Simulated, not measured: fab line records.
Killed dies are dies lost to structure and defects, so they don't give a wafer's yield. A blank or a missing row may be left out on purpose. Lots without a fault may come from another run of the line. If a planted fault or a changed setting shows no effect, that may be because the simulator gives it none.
Matching of chambers || flow nand-harc || NHARC_A_STAIRCASE_DESCUM_11 on rie-diel-12: 4 sister chambers
The step chemistry O2, time 3 s. 18 wafers are shown with their chamber, then 9 later ones without.

## WAFERS WITH THEIR CHAMBER
{"wafer": "L074.1", "chamber": 2, "drypump-motor-current-A (A)": 5.3, "showerhead-plenum-p-Torr (Torr)": 1.88, "oes-product-au (a.u.)": 0.997}
{"wafer": "L074.3", "chamber": 3, "drypump-motor-current-A (A)": 5.7, "showerhead-plenum-p-Torr (Torr)": 1.96, "oes-product-au (a.u.)": 0.994}
{"wafer": "L074.5", "chamber": 0, "drypump-motor-current-A (A)": 6.3, "showerhead-plenum-p-Torr (Torr)": 2.07, "oes-product-au (a.u.)": 1.009}
{"wafer": "L075.2", "chamber": 2, "drypump-motor-current-A (A)": 5.3, "showerhead-plenum-p-Torr (Torr)": 1.88, "oes-product-au (a.u.)": 0.997}
{"wafer": "L075.4", "chamber": 1, "drypump-motor-current-A (A)": 5.8, "showerhead-plenum-p-Torr (Torr)": 2.03, "oes-product-au (a.u.)": 1.014}
{"wafer": "L075.5", "chamber": 0, "drypump-motor-current-A (A)": 6.3, "showerhead-plenum-p-Torr (Torr)": 2.07, "oes-product-au (a.u.)": 1.014}
{"wafer": "L076.4", "chamber": 3, "drypump-motor-current-A (A)": 5.6, "showerhead-plenum-p-Torr (Torr)": 1.96, "oes-product-au (a.u.)": 0.996}
{"wafer": "L076.5", "chamber": 2, "drypump-motor-current-A (A)": 5.3, "showerhead-plenum-p-Torr (Torr)": 1.88, "oes-product-au (a.u.)": 0.993}
{"wafer": "L076.6", "chamber": 3, "drypump-motor-current-A (A)": 5.6, "showerhead-plenum-p-Torr (Torr)": 1.96, "oes-product-au (a.u.)": 0.998}
{"wafer": "L077.2", "chamber": 1, "drypump-motor-current-A (A)": 5.8, "showerhead-plenum-p-Torr (Torr)": 2.03, "oes-product-au (a.u.)": 1.021}
{"wafer": "L077.3", "chamber": 0, "drypump-motor-current-A (A)": 6.3, "showerhead-plenum-p-Torr (Torr)": 2.07, "oes-product-au (a.u.)": 1.015}
{"wafer": "L077.6", "chamber": 2, "drypump-motor-current-A (A)": 5.3, "showerhead-plenum-p-Torr (Torr)": 1.87, "oes-product-au (a.u.)": 1.007}
{"wafer": "L080.3", "chamber": 3, "drypump-motor-current-A (A)": 5.7, "showerhead-plenum-p-Torr (Torr)": 1.95, "oes-product-au (a.u.)": 0.993}
{"wafer": "L080.5", "chamber": 1, "drypump-motor-current-A (A)": 5.8, "showerhead-plenum-p-Torr (Torr)": 2.03, "oes-product-au (a.u.)": 1.009}
{"wafer": "L080.6", "chamber": 2, "drypump-motor-current-A (A)": 5.3, "showerhead-plenum-p-Torr (Torr)": 1.87, "oes-product-au (a.u.)": 1.002}
{"wafer": "L085.1", "chamber": 0, "drypump-motor-current-A (A)": 6.3, "showerhead-plenum-p-Torr (Torr)": 2.06, "oes-product-au (a.u.)": 0.991}
{"wafer": "L085.4", "chamber": 1, "drypump-motor-current-A (A)": 5.8, "showerhead-plenum-p-Torr (Torr)": 2.02, "oes-product-au (a.u.)": 0.997}
{"wafer": "L085.6", "chamber": 0, "drypump-motor-current-A (A)": 6.3, "showerhead-plenum-p-Torr (Torr)": 2.06, "oes-product-au (a.u.)": 0.990}

SIGNATURES (means of the wafers above)
{"reading": "drypump-motor-current-A", "chamber 0": 6.300, "chamber 1": 5.800, "chamber 2": 5.300, "chamber 3": 5.650, "scatter within a chamber": 0.0267}
{"reading": "showerhead-plenum-p-Torr", "chamber 0": 2.0660, "chamber 1": 2.0275, "chamber 2": 1.8760, "chamber 3": 1.9575, "scatter within a chamber": 0.00528}
{"reading": "oes-product-au", "chamber 0": 1.00380, "chamber 1": 1.01025, "chamber 2": 0.99920, "chamber 3": 0.99525, "scatter within a chamber": 0.00866}
Rule: a wafer lies at a distance from a chamber equal to the root of the sum of squares, over the readings, of (its reading less the chamber's mean, divided by the reading's scatter). The wafer belongs to the nearest chamber; if the next one is less than 2 further off, it can't be placed. The scatter: the root of (the sum of the squares of (reading less its chamber's mean) over the shown wafers, divided by (wafers less chambers)).

## WAFERS WITH NO CHAMBER GIVEN
{"wafer": "L087.1", "drypump-motor-current-A (A)": 5.3, "showerhead-plenum-p-Torr (Torr)": 1.87, "oes-product-au (a.u.)": 0.984}
{"wafer": "L087.4", "drypump-motor-current-A (A)": 6.3, "showerhead-plenum-p-Torr (Torr)": 2.06, "oes-product-au (a.u.)": 0.995}
{"wafer": "L087.5", "drypump-motor-current-A (A)": 5.8, "showerhead-plenum-p-Torr (Torr)": 2.02, "oes-product-au (a.u.)": 1.001}
{"wafer": "L088.1", "drypump-motor-current-A (A)": 5.3, "showerhead-plenum-p-Torr (Torr)": 1.86, "oes-product-au (a.u.)": 0.984}
{"wafer": "L088.4", "drypump-motor-current-A (A)": 6.3, "showerhead-plenum-p-Torr (Torr)": 2.06, "oes-product-au (a.u.)": 1.005}
{"wafer": "L088.6", "drypump-motor-current-A (A)": 6.3, "showerhead-plenum-p-Torr (Torr)": 2.06, "oes-product-au (a.u.)": 0.995}
{"wafer": "L097.1", "drypump-motor-current-A (A)": 5.3, "showerhead-plenum-p-Torr (Torr)": 1.86, "oes-product-au (a.u.)": 0.997}
{"wafer": "L097.2", "drypump-motor-current-A (A)": 5.8, "showerhead-plenum-p-Torr (Torr)": 2.01, "oes-product-au (a.u.)": 0.996}
{"wafer": "L097.4", "drypump-motor-current-A (A)": 6.3, "showerhead-plenum-p-Torr (Torr)": 2.05, "oes-product-au (a.u.)": 1.009}

## WHICH CHAMBER EACH ONE RAN IN
{"wafer": "L087.1", "from the rows above": 2, "in truth": 2}
{"wafer": "L087.4", "from the rows above": 0, "in truth": 0}
{"wafer": "L087.5", "from the rows above": 1, "in truth": 1}
{"wafer": "L088.1", "from the rows above": 2, "in truth": 2}
{"wafer": "L088.4", "from the rows above": 0, "in truth": 0}
{"wafer": "L088.6", "from the rows above": 0, "in truth": 0}
{"wafer": "L097.1", "from the rows above": 2, "in truth": 2}
{"wafer": "L097.2", "from the rows above": 1, "in truth": 1}
{"wafer": "L097.4", "from the rows above": 0, "in truth": 0}
9 of 9 placed correctly. Left unplaced by these rows: 0. Wrongly placed: 0.
